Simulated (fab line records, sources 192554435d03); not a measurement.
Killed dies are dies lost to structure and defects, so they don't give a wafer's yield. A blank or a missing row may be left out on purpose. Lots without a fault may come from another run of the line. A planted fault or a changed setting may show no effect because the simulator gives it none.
fab line records | flow n5_finfet
record lots=24 wafers=72 last_day=18
route steps=1938 shown BEOL_M3@998 BEOL_M4@1024
lots that met no fault: from a run of the same line without faults
start_h: hours from the record's first day to the start of the lot's first wafer shown | wait_h: hours since the lot's step before | " the same as in the row above | L1.1+2: a row that stands for several wafers | - no value, or no start given | * or withheld: withheld | < > ~ a bound
route shown NAME@n: a module of which the file shows steps, and the number in the route of the first | usual: mean/standard deviation of fault-free wafers | same: alike in all rows | chamber/n: place in a boat | sites: the reading at each site | _std_site: their standard deviation | _edge_site: outer sites' mean less inner sites' | radius_mm: how far each site lies from the wafer's centre | mask NAME#n: copy n | behind: the tool/chamber that last shaped the wafer | hold: why the lot was held/for how many hours/how that ended | device: the transistor (n, p or np) that didn't switch | end of line: the same wafers' tests at the end of the route | a step without rows: its recipe alone | killed: dies lost to structure and defects at the first sort, not the wafer's yield | map: a wafer's dies, x killed, . not, _ none there
set.NAME: the setting as run; set.NAME@STEP: as run at that earlier step | model.NAME: the simulator's own value behind a step, which no gauge read
steps of the route over a sample of lots; a table a step, a row a wafer
services: from which hour (start_h, from the record's first day; less than 0 if before it) a tool's chamber was out of use, for how many hours, and why
## steps
# step N5_BEOL_M3_SPUTTER_81
# recipe material=Cu target_thk_a=45 temp_c=-20 chamber_pressure_pa=0.07 power_w=withheld time_s=8.29
# usual throttle_valve_pct=30.1/0.75
# columns lot.wafer tool chamber start_h wait_h throttle_valve_pct
L074.2 pvd_sputter-01 - 149.47 0.1 31.1
L074.3 " - " " 30.9
L074.6 " - " " 31.2
L075.1 pvd_sputter-03 - 150.76 0.1 29.9
L075.3 " - " " 29.0
L075.5 " - " " 31.0
L076.2 pvd_sputter-01 - 160.10 0.1 30.7
L076.5 " - " " 30.9
L076.6 " - " " 29.1
L077.2 pvd_sputter-03 - 167.90 0.1 30.0
L077.3 " - " " 30.7
L077.6 " - " " 28.9
L078.2 pvd_sputter-03 - 169.74 0.1 28.9
L078.3 " - " " 30.1
L078.6 " - " " 29.4
L079.1 pvd_sputter-03 - 181.31 0.1 28.9
L079.2 " - " " 30.7
L079.5 " - " " 29.3
L080.1 pvd_sputter-02 - 186.57 0.1 30.6
L080.4 " - " " 30.0
L080.5 " - " " 29.9
L081.3 pvd_sputter-01 - 197.89 0.1 29.3
L081.4 " - " " 30.9
L081.6 " - " " 30.5
L082.1 pvd_sputter-03 - 198.91 0.1 30.8
L082.2 " - " " 29.9
L082.4 " - " " 29.3
L084.3 pvd_sputter-01 - 202.50 0.1 30.8
L084.4 " - " " 30.9
L084.6 " - " " 30.9
L083.1 pvd_sputter-03 - 202.74 0.1 29.9
L083.3 " - " " 29.5
L083.5 " - " " 29.9
L085.3 pvd_sputter-02 - 214.81 0.1 29.8
L085.5 " - " " 30.9
L085.6 " - " " 30.4
L087.3 pvd_sputter-02 - 234.70 0.1 30.7
L087.4 " - " " 29.7
L087.5 " - " " 29.6
L086.1 pvd_sputter-02 - 238.92 0.1 30.6
L086.3 " - " " 29.7
L086.4 " - " " 29.9
L088.1 pvd_sputter-02 - 240.76 0.1 30.5
L088.3 " - " " 29.5
L088.4 " - " " 30.1
L089.2 pvd_sputter-03 - 257.12 0.1 31.0
L089.4 " - " " 28.8
L089.5 " - " " 29.3
L090.1 pvd_sputter-01 - 260.18 0.1 30.8
L090.3 " - " " 29.6
L090.5 " - " " 29.2
L091.3 pvd_sputter-03 - 261.10 0.1 29.3
L091.5 " - " " 31.0
L091.6 " - " " 29.4
L093.2 pvd_sputter-01 - 263.35 0.1 30.9
L093.4 " - " " 30.9
L093.6 " - " " 30.9
L092.1 pvd_sputter-01 - 265.51 0.1 30.8
L092.2 " - " " 30.7
L092.3 " - " " 30.7
L095.1 pvd_sputter-03 - 276.75 0.1 30.9
L095.3 " - " " 29.3
L095.6 " - " " 28.5
L094.3 pvd_sputter-02 - 279.97 0.1 30.7
L094.5 " - " " 29.8
L094.6 " - " " 30.9
L097.1 pvd_sputter-03 - 301.17 0.1 30.7
L097.3 " - " " 29.3
L097.6 " - " " 29.4
L096.1 pvd_sputter-02 - 307.48 0.1 30.5
L096.4 " - " " 29.6
L096.5 " - " " 29.9
# step N5_BEOL_M3_ANNEAL_89
# recipe temp_c=400 time_s=240 ambient=vacuum
# usual heater_power_w=824/85
# columns lot.wafer tool chamber start_h wait_h heater_power_w
L074.2 pvd_sputter-01 - 149.99 0.0 689
L074.3 " - " " 863
L074.6 " - " " 699
L075.1 pvd_sputter-03 - 151.28 0.0 754
L075.3 " - " " 878
L075.5 " - " " 742
L076.2 pvd_sputter-01 - 160.62 0.0 690
L076.5 " - " " 681
L076.6 " - " " 872
L077.2 pvd_sputter-03 - 168.42 0.0 773
L077.3 " - " " 781
L077.6 " - " " 888
L078.2 pvd_sputter-03 - 170.26 0.0 866
L078.3 " - " " 785
L078.6 " - " " 932
L079.1 pvd_sputter-03 - 181.83 0.0 865
L079.2 " - " " 739
L079.5 " - " " 916
L080.1 pvd_sputter-02 - 187.09 0.0 796
L080.4 " - " " 974
L080.5 " - " " 801
L081.3 pvd_sputter-01 - 198.41 0.0 851
L081.4 " - " " 671
L081.6 " - " " 878
L082.1 pvd_sputter-03 - 200.58 0.0 746
L082.2 " - " " 773
L082.4 " - " " 924
L084.3 pvd_sputter-01 - 203.02 0.0 694
L084.4 " - " " 706
L084.6 " - " " 697
L083.1 pvd_sputter-03 - 203.26 0.0 755
L083.3 " - " " 929
L083.5 " - " " 776
L085.3 pvd_sputter-02 - 215.33 0.0 824
L085.5 " - " " 808
L085.6 " - " " 805
L087.3 pvd_sputter-02 - 235.22 0.0 782
L087.4 " - " " 1004
L087.5 " - " " 834
L086.1 pvd_sputter-02 - 239.44 0.0 808
L086.3 " - " " 792
L086.4 " - " " 989
L088.1 pvd_sputter-02 - 241.28 0.0 769
L088.3 " - " " 815
L088.4 " - " " 981
L089.2 pvd_sputter-03 - 257.64 0.0 754
L089.4 " - " " 899
L089.5 " - " " 928
L090.1 pvd_sputter-01 - 260.76 0.0 697
L090.3 " - " " 892
L090.5 " - " " 868
L091.3 pvd_sputter-03 - 261.62 0.0 915
L091.5 " - " " 753
L091.6 " - " " 928
L093.2 pvd_sputter-01 - 263.94 0.0 709
L093.4 " - " " 856
L093.6 " - " " 708
L092.1 pvd_sputter-01 - 266.10 0.0 687
L092.2 " - " " 696
L092.3 " - " " 880
L095.1 pvd_sputter-03 - 277.27 0.0 726
L095.3 " - " " 889
L095.6 " - " " 883
L094.3 pvd_sputter-02 - 280.49 0.0 792
L094.5 " - " " 994
L094.6 " - " " 824
L097.1 pvd_sputter-03 - 301.69 0.0 742
L097.3 " - " " 914
L097.6 " - " " 914
L096.1 pvd_sputter-02 - 308.00 0.0 804
L096.4 " - " " 820
L096.5 " - " " 804
# step N5_BEOL_M3_SPUTTER_96
# recipe material=Cu target_thk_a=45 temp_c=-20 chamber_pressure_pa=0.07 power_w=withheld time_s=8.29
# usual throttle_valve_pct=30.1/0.77
# columns lot.wafer tool chamber start_h wait_h throttle_valve_pct
L074.2 pvd_sputter-01 - 150.79 0.1 31.0
L074.3 " - " " 30.5
L074.6 " - " " 31.0
L075.1 pvd_sputter-03 - 152.08 0.1 29.7
L075.3 " - " " 28.7
L075.5 " - " " 31.0
L076.2 pvd_sputter-01 - 161.42 0.1 30.9
L076.5 " - " " 31.0
L076.6 " - " " 29.0
L077.2 pvd_sputter-03 - 169.22 0.1 29.9
L077.3 " - " " 31.3
L077.6 " - " " 28.8
L078.2 pvd_sputter-03 - 171.06 0.1 28.8
L078.3 " - " " 29.7
L078.6 " - " " 29.1
L079.1 pvd_sputter-03 - 182.63 0.1 28.8
L079.2 " - " " 30.7
L079.5 " - " " 29.5
L080.1 pvd_sputter-02 - 187.89 0.1 30.9
L080.4 " - " " 29.9
L080.5 " - " " 29.7
L081.3 pvd_sputter-01 - 200.09 1.0 29.3
L081.4 " - " " 30.9
L081.6 " - " " 30.8
L082.1 pvd_sputter-03 - 201.38 0.1 30.8
L082.2 " - " " 30.0
L082.4 " - " " 29.5
L084.3 pvd_sputter-01 - 203.82 0.1 30.7
L084.4 " - " " 30.8
L084.6 " - " " 31.1
L083.1 pvd_sputter-03 - 204.06 0.1 29.8
L083.3 " - " " 29.4
L083.5 " - " " 29.9
L085.3 pvd_sputter-02 - 216.13 0.1 29.7
L085.5 " - " " 30.4
L085.6 " - " " 30.7
L087.3 pvd_sputter-02 - 236.02 0.1 30.8
L087.4 " - " " 29.9
L087.5 " - " " 29.9
L086.1 pvd_sputter-02 - 240.24 0.1 30.6
L086.3 " - " " 29.6
L086.4 " - " " 29.8
L088.1 pvd_sputter-02 - 242.08 0.1 30.6
L088.3 " - " " 29.6
L088.4 " - " " 29.7
L089.2 pvd_sputter-03 - 258.44 0.1 30.7
L089.4 " - " " 28.8
L089.5 " - " " 29.0
L090.1 pvd_sputter-01 - 261.66 0.1 30.8
L090.3 " - " " 29.4
L090.5 " - " " 29.3
L091.3 pvd_sputter-03 - 262.42 0.1 29.4
L091.5 " - " " 30.8
L091.6 " - " " 29.2
L093.2 pvd_sputter-01 - 264.84 0.1 30.9
L093.4 " - " " 31.0
L093.6 " - " " 31.1
L092.1 pvd_sputter-01 - 267.00 0.1 31.0
L092.2 " - " " 31.0
L092.3 " - " " 30.7
L095.1 pvd_sputter-03 - 278.07 0.1 30.8
L095.3 " - " " 29.1
L095.6 " - " " 28.5
L094.3 pvd_sputter-02 - 281.29 0.1 30.7
L094.5 " - " " 30.3
L094.6 " - " " 30.8
L097.1 pvd_sputter-03 - 302.49 0.1 30.8
L097.3 " - " " 29.2
L097.6 " - " " 29.4
L096.1 pvd_sputter-02 - 308.80 0.1 31.0
L096.4 " - " " 29.6
L096.5 " - " " 29.7
# step N5_BEOL_M3_INSPECT_59
# recipe inspect_instrument=darkfield mode=post_dep
# usual raw_defect_count=76/29
# columns lot.wafer tool chamber start_h wait_h raw_defect_count
L074.2 defect_inspect-02 - 151.92 0.0 34
L074.3 " - " " 61
L074.6 " - " " 46
L075.1 defect_inspect-02 - 153.15 0.0 42
L075.3 " - " " 69
L075.5 " - " " 31
L076.2 defect_inspect-01 - 162.60 0.0 116
L076.5 " - " " 71
L076.6 " - " " 80
L077.2 defect_inspect-02 - 170.30 0.0 32
L077.3 " - " " 70
L077.6 " - " " 46
L078.2 defect_inspect-02 - 172.15 0.0 67
L078.3 " - " " 51
L078.6 " - " " 56
L079.1 defect_inspect-01 - 183.70 0.0 151
L079.2 " - " " 144
L079.5 " - " " 156
L080.1 defect_inspect-01 - 188.96 0.0 51
L080.4 " - " " 90
L080.5 " - " " 46
L081.3 defect_inspect-01 - 201.16 0.0 147
L081.4 " - " " 94
L081.6 " - " " 102
L082.1 defect_inspect-01 - 202.50 0.0 91
L082.2 " - " " 104
L082.4 " - " " 63
L084.3 defect_inspect-02 - 204.90 0.0 60
L084.4 " - " " 59
L084.6 " - " " 82
L083.1 defect_inspect-02 - 205.26 0.0 128
L083.3 " - " " 76
L083.5 " - " " 59
L085.3 defect_inspect-02 - 217.34 0.0 76
L085.5 " - " " 67
L085.6 " - " " 81
L087.3 defect_inspect-01 - 237.14 0.0 113
L087.4 " - " " 86
L087.5 " - " " 87
L086.1 defect_inspect-01 - 241.35 0.0 102
L086.3 " - " " 96
L086.4 " - " " 90
L088.1 defect_inspect-02 - 243.19 0.0 58
L088.3 " - " " 43
L088.4 " - " " 62
L089.2 defect_inspect-01 - 259.52 0.0 88
L089.4 " - " " 115
L089.5 " - " " 114
L090.1 defect_inspect-02 - 264.05 0.0 103
L090.3 " - " " 117
L090.5 " - " " 108
L091.3 defect_inspect-01 - 264.79 0.0 66
L091.5 " - " " 77
L091.6 " - " " 53
L093.2 defect_inspect-02 - 266.20 0.0 60
L093.4 " - " " 44
L093.6 " - " " 68
L092.1 defect_inspect-01 - 268.42 0.0 84
L092.2 " - " " 66
L092.3 " - " " 55
L095.1 defect_inspect-01 - 279.15 0.0 60
L095.3 " - " " 64
L095.6 " - " " 59
L094.3 defect_inspect-01 - 282.46 0.0 61
L094.5 " - " " 107
L094.6 " - " " 67
L097.1 defect_inspect-01 - 303.56 0.0 41
L097.3 " - " " 63
L097.6 " - " " 85
L096.1 defect_inspect-02 - 309.87 0.0 83
L096.4 " - " " 60
L096.5 " - " " 43
# step N5_BEOL_M4_HM_DEP_02
# recipe material=TiN target_thk_a=200 temp_c=25 chamber_pressure_pa=0.49996
# usual throttle_valve_pct=30.1/0.75
# columns lot.wafer tool chamber start_h wait_h throttle_valve_pct
L074.2 pvd_sputter-03 - 153.26 1.2 28.7
L074.3 " - " " 29.2
L074.6 " - " " 28.7
L075.1 pvd_sputter-03 - 154.04 0.7 28.4
L075.3 " - " " 29.4
L075.5 " - " " 29.4
L076.2 pvd_sputter-02 - 163.44 0.7 29.7
L076.5 " - " " 30.0
L076.6 " - " " 29.7
L077.2 pvd_sputter-03 - 173.34 2.9 29.3
L077.3 " - " " 28.5
L077.6 " - " " 28.5
L078.2 pvd_sputter-03 - 173.92 1.6 28.6
L078.3 " - " " 30.8
L078.6 " - " " 30.3
L079.1 pvd_sputter-01 - 185.12 1.3 30.6
L079.2 " - " " 30.9
L079.5 " - " " 30.8
L080.1 pvd_sputter-03 - 189.20 0.1 30.9
L080.4 " - " " 29.0
L080.5 " - " " 30.1
L081.3 pvd_sputter-01 - 201.71 0.4 30.7
L081.4 " - " " 30.9
L081.6 " - " " 31.0
L082.1 pvd_sputter-01 - 204.28 1.6 30.7
L082.2 " - " " 29.4
L082.4 " - " " 30.8
L084.3 pvd_sputter-01 - 207.12 2.1 30.9
L084.4 " - " " 31.0
L084.6 " - " " 31.0
L083.1 pvd_sputter-01 - 207.30 1.9 29.2
L083.3 " - " " 31.0
L083.5 " - " " 31.0
L085.3 pvd_sputter-01 - 218.10 0.6 30.8
L085.5 " - " " 29.5
L085.6 " - " " 30.9
L087.3 pvd_sputter-03 - 240.99 3.7 29.2
L087.4 " - " " 29.1
L087.5 " - " " 29.0
L086.1 pvd_sputter-02 - 242.24 0.7 30.8
L086.3 " - " " 30.0
L086.4 " - " " 30.9
L088.1 pvd_sputter-02 - 243.88 0.5 30.4
L088.3 " - " " 29.6
L088.4 " - " " 29.9
L089.2 pvd_sputter-03 - 259.90 0.2 29.4
L089.4 " - " " 29.5
L089.5 " - " " 30.6
L090.1 pvd_sputter-02 - 267.13 2.9 30.1
L090.3 " - " " 29.6
L090.5 " - " " 30.0
L091.3 pvd_sputter-02 - 267.43 2.5 29.8
L091.5 " - " " 29.5
L091.6 " - " " 30.0
L093.2 pvd_sputter-02 - 267.63 1.3 30.9
L093.4 " - " " 29.9
L093.6 " - " " 29.6
L092.1 pvd_sputter-02 - 270.63 2.0 30.8
L092.2 " - " " 29.4
L092.3 " - " " 31.0
L095.1 pvd_sputter-02 - 279.43 0.1 30.0
L095.3 " - " " 30.7
L095.6 " - " " 30.0
L094.3 pvd_sputter-03 - 289.86 7.2 30.8
L094.5 " - " " 29.2
L094.6 " - " " 30.9
L097.1 pvd_sputter-01 - 304.44 0.7 30.6
L097.3 " - " " 31.0
L097.6 " - " " 30.8
L096.1 pvd_sputter-01 - 310.16 0.1 30.8
L096.4 " - " " 31.1
L096.5 " - " " 30.9
# step N5_BEOL_M4_STRIP_66
# recipe chemistry=CF4 resist=SiARC power_w=300 bias_power_w=75 pressure_mtorr=50 cf4_flow_sccm=150 rf_frequency_hz=6e+07
# usual drypump_motor_current_A=5.7/0.4 oes_product_au=0.82/0.08 power_w=299.9/1 rf_vpp_V=271.3/1.5 showerhead_plenum_p_Torr=1.80/0.054 throttle_valve_pct=13.43/0.21
# columns lot.wafer tool chamber start_h wait_h drypump_motor_current_A oes_product_au power_w rf_hours_counter_h rf_vpp_V showerhead_plenum_p_Torr throttle_valve_pct
L074.2 rie_diel-04 2 154.37 0.0 5.8 0.69 301.7 232 270.9 1.77 13.81
L074.3 " 0 " " 5.2 0.66 300.9 255 270.6 1.78 13.63
L074.6 " 0 " " 5.2 0.66 300.2 - 270.4 1.78 13.62
L075.1 rie_diel-02 2 155.30 0.0 6.2 0.82 298.6 71 273.2 1.88 13.31
L075.3 " 1 " " 5.3 0.86 301.7 46 273.3 1.82 13.42
L075.5 " 2 " " 6.2 0.81 299.6 - 272.8 1.88 13.33
L076.2 rie_diel-05 2 164.59 0.0 6.5 0.69 301.1 236 271.4 1.85 14.02
L076.5 " 3 " " 5.2 0.88 299.9 - 274.1 1.92 13.46
L076.6 " 0 " " 5.7 0.90 300.8 - 271.0 1.74 13.28
L077.2 rie_diel-02 1 174.13 0.0 5.2 0.85 299.6 52 271.4 1.82 13.41
L077.3 " 0 " " 5.8 0.72 298.6 188 269.4 1.71 13.59
L077.6 " 1 " " 5.2 0.85 299.5 - 271.8 1.82 13.42
L078.2 rie_diel-04 2 174.65 0.0 5.7 0.69 300.4 239 271.4 1.77 13.83
L078.3 " 3 " " 6.4 0.71 300.0 200 271.9 1.85 13.68
L078.6 " 3 " " 6.5 0.71 300.0 - 272.1 1.85 13.69
L079.1 rie_diel-04 2 185.97 0.0 5.7 0.68 300.1 244 269.8 1.77 13.85
L079.2 " 1 " " 5.4 0.86 299.4 42 271.9 1.82 13.33
L079.5 " 2 " " 5.7 0.68 300.8 - 270.7 1.77 13.84
L080.1 rie_diel-02 2 189.94 0.0 6.2 0.80 298.7 81 273.8 1.88 13.35
L080.4 " 1 " " 5.2 0.85 299.7 58 272.2 1.82 13.43
L080.5 " 0 " " 5.8 0.72 297.2 - 270.1 1.71 13.60
L081.3 rie_diel-04 1 202.46 0.0 5.4 0.85 300.6 46 271.5 1.81 13.32
L081.4 " 0 " " 5.2 0.92 300.4 4 271.2 1.78 13.07
L081.6 " 2 " " 5.8 0.68 299.6 - 272.1 1.77 13.84
L082.1 rie_diel-02 1 205.53 0.0 5.3 0.83 299.6 65 271.9 1.82 13.45
L082.2 " 0 " " 5.8 0.72 300.4 200 268.0 1.71 13.63
L082.4 " 2 " " 6.2 0.80 300.5 87 273.6 1.88 13.36
L084.3 rie_diel-05 1 207.98 0.0 5.6 0.83 299.2 55 270.2 1.76 13.55
L084.4 " 1 " " 5.6 0.83 300.5 - 269.9 1.76 13.55
L084.6 " 3 " " 5.2 0.86 299.0 - 274.0 1.91 13.49
L083.1 rie_diel-05 0 208.21 0.0 5.8 0.87 301.7 36 269.7 1.74 13.31
L083.3 " 1 " " 5.6 0.82 300.9 55 270.0 1.76 13.54
L083.5 " 1 " " 5.6 0.83 300.9 - 269.5 1.76 13.54
L085.3 rie_diel-05 1 219.07 0.0 5.6 0.83 299.8 61 270.5 1.76 13.57
L085.5 " 3 " " 5.2 0.85 300.0 - 273.4 1.91 13.50
L085.6 " 1 " " 5.6 0.82 299.2 - 268.7 1.76 13.55
L087.3 rie_diel-04 2 241.75 0.0 5.8 1.00 299.1 2 271.2 1.77 13.30
L087.4 " 0 " " 5.2 0.89 301.2 18 270.7 1.78 13.10
L087.5 " 1 " " 5.3 0.84 301.0 - 270.7 1.81 13.35
L086.1 rie_diel-04 2 243.18 0.0 5.7 0.99 301.0 3 270.3 1.77 13.31
L086.3 " 3 " " 6.5 0.69 300.9 226 272.2 1.84 13.76
L086.4 " 1 " " 5.4 0.82 299.8 62 271.8 1.81 13.35
L088.1 rie_diel-04 3 244.61 0.0 6.5 0.69 299.7 227 272.7 1.84 13.75
L088.3 " 2 " " 5.8 1.00 300.8 4 270.6 1.77 13.32
L088.4 " 1 " " 5.3 0.83 299.1 63 269.8 1.81 13.37
L089.2 rie_diel-02 3 261.03 0.0 5.6 0.85 300.4 44 271.7 1.83 13.20
L089.4 " 0 " " 5.8 0.71 300.5 219 268.9 1.70 13.66
L089.5 " 3 " " 5.7 0.84 299.8 - 270.7 1.83 13.18
L090.1 rie_diel-04 0 267.87 0.0 5.2 0.87 299.8 27 269.1 1.78 13.13
L090.3 " 1 " " 5.3 0.82 300.8 71 271.3 1.81 13.39
L090.5 " 0 " " 5.2 0.86 297.6 - 271.7 1.78 13.11
L091.3 rie_diel-04 0 268.42 0.0 5.2 0.86 299.3 27 271.1 1.78 13.13
L091.5 " 1 " " 5.3 0.82 299.3 - 273.2 1.81 13.37
L091.6 " 0 " " 5.2 0.86 301.0 - 269.7 1.78 13.12
L093.2 rie_diel-02 2 268.50 0.0 6.2 0.78 300.8 108 274.0 1.87 13.40
L093.4 " 1 " " 5.2 0.81 301.6 85 272.2 1.81 13.50
L093.6 " 0 " " 5.8 0.70 300.9 - 268.2 1.70 13.65
L092.1 rie_diel-04 0 271.58 0.0 5.3 0.86 298.0 29 270.1 1.78 13.13
L092.2 " 1 " " 5.4 0.82 299.4 73 271.2 1.81 13.39
L092.3 " 3 " " 6.5 0.69 299.0 234 271.8 1.84 13.73
L095.1 rie_diel-05 3 280.19 0.0 5.2 0.82 300.7 69 271.8 1.91 13.56
L095.3 " 2 " " 6.6 0.92 299.2 16 272.8 1.84 13.53
L095.6 " 0 " " 5.7 0.83 299.9 - 271.9 1.73 13.36
L094.3 rie_diel-02 3 290.59 0.0 5.6 0.83 299.7 53 272.1 1.82 13.23
L094.5 " 3 " " 5.7 0.83 299.3 - 271.9 1.82 13.24
L094.6 " 2 " " 6.2 0.78 301.0 - 274.4 1.87 13.42
L097.1 rie_diel-02 2 305.17 0.0 6.2 0.77 302.4 118 274.2 1.87 13.44
L097.3 " 0 " " 5.8 0.70 297.7 232 269.1 1.70 13.70
L097.6 " 2 " " 6.2 0.77 300.4 - 271.8 1.87 13.43
L096.1 rie_diel-04 1 311.24 0.0 5.4 0.80 299.3 89 270.6 1.80 13.43
L096.4 " 1 " " 5.4 0.81 301.1 - 270.8 1.80 13.44
L096.5 " 2 " " 5.8 0.92 299.0 - 270.7 1.76 13.36
## services
# columns tool chamber start_h hours kind
pvd_sputter-02 - 151.48 2.4 repair
rie_diel-04 0 163.15 - clean
rie_diel-04 0 163.15 - consumable_replace:focus_ring
rie_diel-04 0 163.15 21.2 scheduled_down
rie_diel-04 0 163.15 21.2 vent_cycle
rie_diel-04 2 165.46 6.9 repair
rie_diel-05 2 206.62 - clean
rie_diel-05 2 206.62 - consumable_replace:focus_ring
rie_diel-05 2 206.62 23.4 scheduled_down
rie_diel-05 2 206.62 23.4 vent_cycle
rie_diel-04 0 212.51 4.9 repair
rie_diel-04 2 214.43 1.4 repair
rie_diel-04 2 217.64 - clean
rie_diel-04 2 217.64 - consumable_replace:focus_ring
rie_diel-04 2 217.64 18.5 scheduled_down
rie_diel-04 2 217.64 18.5 vent_cycle
rie_diel-04 3 302.35 11.0 repair
## key
fault none
